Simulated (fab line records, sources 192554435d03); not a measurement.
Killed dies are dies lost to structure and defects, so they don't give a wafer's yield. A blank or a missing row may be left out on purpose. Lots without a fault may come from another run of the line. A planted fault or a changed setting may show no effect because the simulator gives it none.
fab line records | flow n5_finfet
record lots=6 wafers=18 last_day=19
route steps=1938 shown BEOL_M15@1815 PASSIVATION@1936
lots that met no fault: from a run of the same line without faults
start_h: hours from the record's first day to the start of the lot's first wafer shown | wait_h: hours since the lot's step before | " the same as in the row above | L1.1+2: a row that stands for several wafers | - no value, or no start given | * or withheld: withheld | < > ~ a bound
route shown NAME@n: a module of which the file shows steps, and the number in the route of the first | usual: mean/standard deviation of fault-free wafers | same: alike in all rows | chamber/n: place in a boat | sites: the reading at each site | _std_site: their standard deviation | _edge_site: outer sites' mean less inner sites' | radius_mm: how far each site lies from the wafer's centre | mask NAME#n: copy n | behind: the tool/chamber that last shaped the wafer | hold: why the lot was held/for how many hours/how that ended | device: the transistor (n, p or np) that didn't switch | end of line: the same wafers' tests at the end of the route | a step without rows: its recipe alone | killed: dies lost to structure and defects at the first sort, not the wafer's yield | map: a wafer's dies, x killed, . not, _ none there
set.NAME: the setting as run; set.NAME@STEP: as run at that earlier step | model.NAME: the simulator's own value behind a step, which no gauge read
lots at some steps of the route; a table a step, a row a wafer
services: from which hour (start_h, from the record's first day; less than 0 if before it) a tool's chamber was out of use, for how many hours, and why
## steps
# step N5_BEOL_M15_PRECLEAN_39
# recipe chemistry=residue_remover time_s=60 temp_c=40
# step N5_BEOL_M15_SRD_40
# recipe time_s=30 temp_c=23 rinse_liquid=diw dry=n2_spin spin_rpm=1500 dry_time_s=30
# step N5_BEOL_M15_DEGAS_41
# recipe ambient=vacuum temp_c=300 time_s=60
# step N5_BEOL_M15_PRE_CLEAN_42
# recipe gas=H2/He time_s=30 temp_c=300
# usual heater_power_w=466/38
# columns lot.wafer tool chamber start_h wait_h heater_power_w
L386.1 pvd_sputter-01 - 292.94 0.0 411
L386.2 " - " " 514
L386.6 " - " " 445
L389.3 pvd_sputter-02 - 339.82 0.0 483
L389.4 " - " " 457
L389.6 " - " " 425
L401.1 pvd_sputter-02 - 405.96 0.0 424
L401.3 " - " " 466
L401.6 " - " " 426
L402.1 pvd_sputter-03 - 406.49 0.0 428
L402.3 " - " " 407
L402.6 " - " " 495
L409.3 pvd_sputter-02 - 439.42 0.0 472
L409.4 " - " " 441
L409.5 " - " " 456
L391.3 pvd_sputter-03 - 444.93 0.0 417
L391.4 " - " " 416
L391.5 " - " " 490
# step N5_BEOL_M15_SPUTTER_43
# recipe material=TaN target_thk_a=150 temp_c=50 bias_v=168.6 power_w=15000 chamber_pressure_pa=0.12 time_s=24.19
# usual bias_v=168.6/1.5 cathode_dc_power_W=15000/2.5 throttle_valve_pct=29.8/1.1
# columns lot.wafer tool chamber start_h wait_h bias_v cathode_dc_power_W throttle_valve_pct
L386.1 pvd_sputter-01 - 292.98 0.0 168.3 15004 30.6
L386.2 " - " " 171.4 15000 30.2
L386.6 " - " " 166.8 14998 29.8
L389.3 pvd_sputter-02 - 339.86 0.0 169.8 15000 30.4
L389.4 " - " " 168.6 14998 27.3
L389.6 " - " " 167.9 14997 30.0
L401.1 pvd_sputter-02 - 406.00 0.0 168.7 14998 29.9
L401.3 " - " " 169.0 15006 26.9
L401.6 " - " " 166.7 14998 30.1
L402.1 pvd_sputter-03 - 406.53 0.0 167.5 15002 29.7
L402.3 " - " " 168.7 15000 31.1
L402.6 " - " " 168.3 15002 30.5
L409.3 pvd_sputter-02 - 439.46 0.0 169.3 15000 30.2
L409.4 " - " " 168.8 15001 30.1
L409.5 " - " " 168.9 15001 31.0
L391.3 pvd_sputter-03 - 444.97 0.0 167.9 15002 29.6
L391.4 " - " " 168.8 15000 31.0
L391.5 " - " " 169.1 15003 30.5
# step N5_BEOL_M15_SPUTTER_44
# recipe material=Ta target_thk_a=150 temp_c=50 bias_v=80 power_w=15000 chamber_pressure_pa=0.07 time_s=24.19
# usual bias_v=80.1/0.76 cathode_dc_power_W=15000/2.9 throttle_valve_pct=29.8/1.1
# columns lot.wafer tool chamber start_h wait_h bias_v cathode_dc_power_W throttle_valve_pct
L386.1 pvd_sputter-01 - 293.06 0.0 80.1 15002 30.5
L386.2 " - " " 81.2 15000 30.3
L386.6 " - " " 79.6 15003 29.8
L389.3 pvd_sputter-02 - 339.94 0.0 78.9 15001 30.3
L389.4 " - " " 79.3 14999 27.0
L389.6 " - " " 78.7 14996 30.2
L401.1 pvd_sputter-02 - 406.08 0.0 80.0 15000 30.0
L401.3 " - " " 81.4 15001 26.9
L401.6 " - " " 80.5 14998 29.9
L402.1 pvd_sputter-03 - 406.61 0.0 80.2 14996 29.6
L402.3 " - " " 78.6 15005 30.7
L402.6 " - " " 82.0 14993 30.7
L409.3 pvd_sputter-02 - 439.54 0.0 80.3 14999 30.1
L409.4 " - " " 81.4 15001 29.9
L409.5 " - " " 79.9 15004 30.9
L391.3 pvd_sputter-03 - 445.05 0.0 80.5 14994 29.6
L391.4 " - " " 80.2 15008 31.1
L391.5 " - " " 79.7 14999 30.8
# step N5_BEOL_M15_SPUTTER_45
# recipe material=Cu target_thk_a=1000 temp_c=-20 bias_v=60 power_w=26000 chamber_pressure_pa=0.13 time_s=16.67
# step N5_BEOL_M15_ECD_47
# recipe material=Cu target_thk_a=18600
# step N5_BEOL_M15_ANNEAL_48
# recipe temp_c=225 time_s=90 ambient=N2
# usual wafer_temp_C_max=225.98/0.24
# columns lot.wafer tool chamber start_h wait_h wafer_temp_C_max
L386.1 rtp_anneal-02 0 293.58 0.2 226.06
L386.2 " 0 " " 226.05
L386.6 " 0 " " 226.10
L389.3 rtp_anneal-02 0 340.47 0.2 225.89
L389.4 " 0 " " 226.21
L389.6 " 0 " " 226.00
L401.1 rtp_anneal-02 0 406.52 0.2 225.75
L401.3 " 0 " " 226.25
L401.6 " 0 " " 225.85
L402.1 rtp_anneal-01 0 407.05 0.2 226.17
L402.3 " 0 " " 225.73
L402.6 " 0 " " 225.94
L409.3 rtp_anneal-02 0 440.08 0.2 226.24
L409.4 " 0 " " 225.83
L409.5 " 0 " " 226.18
L391.3 rtp_anneal-01 0 445.66 0.3 225.82
L391.4 " 0 " " 225.62
L391.5 " 0 " " 225.71
# step N5_BEOL_M15_CMP_49
# recipe stop_on=SiO2 t_overpolish_s=4.9 down_force_psi=2 platen_rpm=80 clearing_platen_down_force_psi=2 clearing_platen_rpm=80 post_cmp_clean=cu_alkaline target_thk_nm=850 clearing_platen_pad_velocity_m_s=1.5917 pad_velocity_m_s=1.5917
# usual barrier_field_endpoint_s=11.34/0.22 motor_current_A=8.3/0.59 overpolish_run_s=4.900/0.0083 platen_rpm=80.00/0.043 slurry_flow_ml_min=150.1/0.46
# columns lot.wafer tool chamber start_h wait_h barrier_field_endpoint_s motor_current_A overpolish_run_s platen_rpm slurry_flow_ml_min
L386.2 cmp-01 1 293.87 0.2 11.16 8.1 4.902 80.04 150.1
L386.1 " 3 " " 11.65 7.6 4.902 79.90 150.0
L386.6 " 1 " " 11.59 8.2 4.907 80.09 150.4
L389.3 cmp-03 1 340.68 0.2 11.34 8.7 4.898 80.01 150.0
L389.4 " 2 " " 11.21 8.1 4.901 80.01 149.2
L389.6 " 1 " " 11.25 9.1 4.898 79.99 149.8
L401.3 cmp-03 0 407.04 0.4 11.39 8.2 4.898 79.96 149.4
L401.1 " 2 " " 11.52 8.3 4.894 79.99 150.1
L401.6 " 3 " " 11.38 9.3 4.901 79.93 150.8
L402.3 cmp-03 0 407.36 0.2 11.18 7.4 4.900 79.95 149.7
L402.1 " 2 " " 10.99 9.1 4.892 79.99 150.2
L402.6 " 0 " " 11.04 8.1 4.900 80.03 149.9
L409.4 cmp-03 3 440.33 0.2 11.05 9.0 4.898 80.02 149.7
L409.3 " 1 " " 11.32 8.5 4.915 80.08 150.0
L409.5 " 2 " " 11.38 9.1 4.899 79.96 150.6
L391.4 cmp-01 1 445.87 0.1 11.22 7.9 4.902 80.08 149.6
L391.3 " 3 " " 11.55 8.0 4.896 80.02 149.7
L391.5 " 1 " " 11.30 7.8 4.882 79.96 150.1
# step N5_BEOL_M15_THK_MEAS_50
# recipe thk_meas_gauge=xrf reads=Cu_of_BEOL_M15_ECD_47
# usual M15_THK=861/14
# columns lot.wafer tool chamber start_h wait_h M15_THK[nm]
L386.1 film_metro-01 - 294.17 - 854
L386.2 " - " " 873
L386.6 " - " " 876
L389.3 film_metro-01 - 340.97 - 864
L389.4 " - " " 870
L389.6 " - " " 849
L401.1 film_metro-01 - 407.30 - 851
L401.3 " - " " 882
L401.6 " - " " 881
L402.1 film_metro-01 - 407.65 - 887
L402.3 " - " " 878
L402.6 " - " " 851
L409.3 film_metro-01 - 440.58 - 874
L409.4 " - " " 848
L409.5 " - " " 882
L391.3 film_metro-01 - 446.17 - 838
L391.4 " - " " 858
L391.5 " - " " 854
# step N5_BEOL_M15_PRE_CLEAN_52
# recipe gas=NH3 time_s=15 temp_c=withheld rf_power_w=300
# step N5_BEOL_M15_DEP_53
# recipe material=SiCN target_thk_a=500 temp_c=withheld precursor=3MS/NH3 pressure_torr=3 rf_w=675 time_s=17.8
# usual showerhead_plenum_p_Torr=4.157/0.019 throttle_valve_pct=17.8/0.77
# columns lot.wafer tool chamber start_h wait_h showerhead_plenum_p_Torr since_wet_clean_h throttle_valve_pct model.SiCN_of_BEOL_M15_DEP_53.thk_nm
L386.1 pecvd-01 2 294.23 0.0 4.138 233 17.1 50.6
L386.2 " 1 " " 4.157 1723 18.6 50
L386.6 " 2 " " 4.139 - 17.2 51
L389.3 pecvd-03 0 341.03 0.0 4.187 864 18.1 49.2
L389.4 " 1 " " 4.178 - 18.0 50
L389.6 " 2 " " 4.148 - 16.9 50
L401.1 pecvd-01 0 407.36 0.0 4.186 69 16.4 15.4
L401.3 " 1 " " 4.134 1836 18.6 49.6
L401.6 " 0 " " 4.169 - 16.4 51
L402.1 pecvd-01 2 407.71 0.0 4.142 347 17.4 15.4
L402.3 " 0 " " 4.169 69 16.5 50
L402.6 " 0 " " 4.168 - 16.5 50.6
L409.3 pecvd-04 2 440.68 0.0 4.148 - 17.9 50.4
L409.4 " 1 " " 4.163 - 18.6 50.2
L409.5 " 1 " " 4.156 - 18.5 50.2
L391.3 pecvd-03 1 446.23 0.0 4.194 1694 17.7 50
L391.4 " 1 " " 4.185 - 17.8 50.2
L391.5 " 0 " " 4.199 - 18.2 50
# step N5_BEOL_M15_RS_MEAS_54
# recipe thk_meas_gauge=four-point-probe reads=Cu_of_BEOL_M15_ECD_47+Ta_of_BEOL_M15_SPUTTER_44+TaN_of_BEOL_M15_SPUTTER_43
# usual M15_RS=0.0216/0.00035
# columns lot.wafer tool chamber start_h wait_h M15_RS[ohm/sq]
L386.1 film_metro-02 - 294.30 0.0 0.0219
L386.2 " - " " 0.0214
L386.6 " - " " 0.0215
L389.3 film_metro-01 - 341.10 0.1 0.0215
L389.4 " - " " 0.0214
L389.6 " - " " 0.0219
L401.1 film_metro-01 - 407.43 0.0 0.0219
L401.3 " - " " 0.0211
L401.6 " - " " 0.0210
L402.1 film_metro-02 - 407.78 0.0 0.0210
L402.3 " - " " 0.0211
L402.6 " - " " 0.0217
L409.3 film_metro-01 - 440.74 0.1 0.0213
L409.4 " - " " 0.0218
L409.5 " - " " 0.0212
L391.3 film_metro-01 - 446.30 0.1 0.0221
L391.4 " - " " 0.0214
L391.5 " - " " 0.0216
# step N5_PASSIVATION_PROBE_49
# usual defect_limited_yield=90.8/1.7 killed_at_M0_to_M3=37/12 killed_at_M4_up=15/5.6 killed_at_contacts=13/6.9 killed_at_front_end=40/11 killed_at_other=4/3.2 killed_dies=109/20 killed_open=73/15 killed_short=35/8.3 sort_bin_5_function=5.4/1.1 sort_bin_6_memory=3.5/0.73 sort_n_pass=1071/20 sort_yield_pct=90.8/1.7
# same gross_dies=1180 killed_at_back_side=0 sort_bin_4_leakage[%]=0 sort_bin_8_speed[%]=0
# columns lot.wafer tool chamber start_h wait_h defect_limited_yield[%] killed_at_M0_to_M3 killed_at_M4_up killed_at_contacts killed_at_front_end killed_at_other killed_dies killed_open killed_short sort_bin_5_function[%] sort_bin_6_memory[%] sort_n_pass sort_yield_pct[%]
L386.1 prober-01 - 307.34 0.0 91.0 26 19 14 45 2 106 71 35 4.7 4.1 1074 91.0
L386.2 prober-01 - 307.39 0.1 89.2 28 19 21 55 4 127 92 32 6.7 3.8 1053 89.2
L386.6 prober-01 - 307.59 0.3 89.3 42 13 12 59 0 126 92 33 6.6 3.6 1054 89.3
L389.3 prober-02 - 357.08 0.1 90.3 42 13 19 35 6 115 80 34 5.8 3.8 1065 90.3
L389.4 prober-02 - 357.13 0.2 93.1 20 14 19 26 3 82 54 25 2.9 3.7 1098 93.1
L389.6 prober-02 - 357.23 0.3 92.8 33 17 8 25 2 85 67 17 4.3 2.7 1095 92.8
# killed by level:class
L386.1 FIN_SAQP:geometric_particle:open=14 MOL_CONTACT_COAG:geometric_particle:open=11 DUMMY_GATE:geometric_particle:open=9 BEOL_M2:geometric_particle:open=7 BEOL_M4:geometric_particle:open=7 FIN_SAQP:geometric_particle:short=6 BEOL_M0_SAQP:geometric_particle:short=6 STI_FIN_REVEAL:geometric_particle:short=4
L386.2 MOL_CONTACT_COAG:geometric_particle:open=15 STI_FIN_REVEAL:geometric_particle:open=14 FIN_SAQP:geometric_particle:open=12 DUMMY_GATE:geometric_particle:open=8 BEOL_M0_SAQP:geometric_particle:open=8 MOL_CONTACT_COAG:geometric_particle:short=6 BEOL_M2:geometric_particle:open=6 BEOL_M4:geometric_particle:open=6
L386.6 FIN_SAQP:geometric_particle:open=13 BEOL_M0_SAQP:geometric_particle:short=13 BEOL_M0_SAQP:geometric_particle:open=11 MOL_CONTACT_COAG:geometric_particle:open=10 DUMMY_GATE:geometric_particle:open=9 FIN_SAQP:geometric_particle:short=8 STI_FIN_REVEAL:geometric_particle:open=8 ILD0:geometric_particle:open=6
L389.3 MOL_CONTACT_COAG:geometric_particle:open=12 BEOL_M0_SAQP:geometric_particle:open=8 BEOL_M1:geometric_particle:open=8 BEOL_M2:geometric_particle:open=8 FIN_SAQP:geometric_particle:short=7 MOL_CONTACT_COAG:geometric_particle:short=7 BEOL_M3:geometric_particle:open=7 FIN_SAQP:geometric_particle:open=6
L389.4 MOL_CONTACT_COAG:geometric_particle:open=15 DUMMY_GATE:geometric_particle:open=9 BEOL_M3:geometric_particle:open=5 BEOL_M4:geometric_particle:open=5 BEOL_M0_SAQP:geometric_particle:short=5 DUMMY_GATE:geometric_particle:short=4 MOL_CONTACT_COAG:geometric_particle:short=4 BEOL_M8:geometric_particle:open=3
L389.6 DUMMY_GATE:geometric_particle:open=9 BEOL_M1:geometric_particle:open=9 FIN_SAQP:geometric_particle:open=6 MOL_CONTACT_COAG:geometric_particle:open=6 BEOL_M0:geometric_particle:open=6 BEOL_M0_SAQP:geometric_particle:short=5 BEOL_M8:geometric_particle:open=5 BEOL_M4:geometric_particle:open=4
## services
# columns tool chamber start_h hours kind
pecvd-03 1 272.94 2.1 scheduled_down
pecvd-04 2 280.44 5.3 repair
cmp-01 - 288.63 2.4 repair
pecvd-01 0 309.09 - clean
pecvd-01 0 309.09 29.5 scheduled_down
pecvd-01 0 309.09 29.5 vent_cycle
cmp-03 - 312.21 3.3 pm
cmp-03 - 318.05 1.8 repair
pecvd-04 2 325.04 2.1 scheduled_down
cmp-01 - 327.51 4.0 pm
cmp-01 - 331.51 - consumable_replace:conditioner
cmp-01 - 331.51 - consumable_replace:pad
cmp-01 - 335.24 6.8 pm
pecvd-01 0 338.59 5.5 scheduled_down
pecvd-01 2 361.61 2.1 scheduled_down
cmp-03 - 362.08 1.0 repair
cmp-03 - 368.47 1.3 repair
pecvd-01 - 377.70 0.5 repair
cmp-01 - 384.90 4.7 repair
pecvd-01 0 410.85 2.1 scheduled_down
pvd_sputter-03 - 415.65 1.7 repair
cmp-01 - 420.08 4.2 pm
cmp-03 - 423.70 11.6 pm
pecvd-04 0 439.30 5.3 repair
## key
first_sign none at tools or gauges
model_effect step=N5_BEOL_M15_DEP_53 value=SiCN_of_BEOL_M15_DEP_53.thk_nm without=49.6 struck=15.4
met_at N5_BEOL_M15_DEP_53
struck_wafers L401.1,L402.1
onset_between 294.23 407.36
fault kind=process_parameter_drift tool=pecvd-01 chamber=- onset_h=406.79 steps=N5_BEOL_M15_DEP_53 channel=time_s offset=* shape=step end_h=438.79 scope=struck_wafers_only acts_in=* stated=*
